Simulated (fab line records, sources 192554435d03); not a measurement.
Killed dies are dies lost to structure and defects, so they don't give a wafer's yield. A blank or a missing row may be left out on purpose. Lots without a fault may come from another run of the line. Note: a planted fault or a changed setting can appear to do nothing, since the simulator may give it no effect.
One fault through the eyes of 2 desks / flow n5 finfet / each desk has only its own numbers; what lay behind them comes last

## THE TOOL OWNER'S DESK: cvd co-02
The tool's own readings at N5_BEOL_M2_CO_CAP_55 (material Co, precursor CCTBA/H2, target thk 2 nm, time 102.1 s): means of the sampled wafers that have a number, for each lot that ran on this tool. The brackets show how far a lot's mean lies from the usual mean; more than 4 standard deviations puts the lot out of limits, marked OUT.
Columns: A = heater power w at N5_BEOL_M2_CO_CAP_55, usual 239 W; B = run length s at N5_BEOL_M2_CO_CAP_55, usual 125.0 s
lot=L383; first seen here=day 7 00:28; A=242; B=125.1
lot=L384; first seen here=day 7 04:05; A=243; B=125.0
lot=L392; first seen here=day 9 09:11; A=252; B=105.1 (-46) OUT
lot=L393; first seen here=day 9 11:29; A=252; B=85.6 (-92) OUT
This desk's finding: out of limits on L392, L393; first on L392, day 9 09:11 (run length s at N5_BEOL_M2_CO_CAP_55). Within limits: L383, L384.

## FROM THE METROLOGY DESK
What the gauges read for every lot (on any tool): the sampled wafers with a number, averaged. The brackets show how far a lot's mean lies from the usual mean; more than 4 standard deviations puts the lot out of limits, marked OUT. It has 11 readings; the 7 that lie furthest out on some lot are the ones shown.
Columns: A = DIBL_P at N5_BEOL_M4_RC_MEAS_101, usual 35.8 mV/V; B = IOFF_N at N5_BEOL_M4_RC_MEAS_101, usual 0.15 nA/um; C = IOFF_P at N5_BEOL_M4_RC_MEAS_101, usual 0.20 nA/um; D = ION_N at N5_BEOL_M4_RC_MEAS_101, usual 670 uA/um; E = SS_P at N5_BEOL_M4_RC_MEAS_101, usual 73.2 mV/dec; F = VT_N at N5_BEOL_M4_RC_MEAS_101, usual 250 mV; G = VT_P at N5_BEOL_M4_RC_MEAS_101, usual -251 mV
lot=L383; first seen here=day 7 00:21; A=37.3; B=0.18; C=0.24; D=682; E=73.5; F=247; G=-249
lot=L384; first seen here=day 7 04:01; A=33.8; B=0.13; C=0.18; D=666; E=72.7; F=253; G=-253
lot=L392; first seen here=day 9 09:05; A=35.8; B=0.20; C=0.24; D=684; E=73.3; F=246; G=-246
lot=L393; first seen here=day 9 11:19; A=34.6; B=0.14; C=0.20; D=660; E=73.0; F=251; G=-250
lot=L400; first seen here=day 11 13:27; A=32.3; B=0.12; C=0.17; D=660; E=72.1; F=254; G=-251
lot=L405; first seen here=day 12 19:10; A=37.8; B=0.20; C=0.25; D=689; E=73.9; F=245; G=-247
Finding of this desk: none of the 6 lots has anything out of limits.

## ALL TOGETHER
An alarm could have come from the tool owner's desk at day 9 09:11, on L392, L393.
Metrology desk: nothing out of limits seen.
The metrology desk has L392, L393 on record, within its limits.
N5_BEOL_M2_CO_CAP_55 was run on cvd co-02 by each of the lots named.

## WHAT HAD BEEN PUT IN BY THE SIMULATOR
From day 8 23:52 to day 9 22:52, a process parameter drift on cvd co-02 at N5_BEOL_M2_CO_CAP_55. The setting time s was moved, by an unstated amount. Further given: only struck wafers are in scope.
Shown lots that were struck: L392, L393.
Time in hours from fault onset to the first out-of-limits reading at each desk: the tool owner's desk, 9.
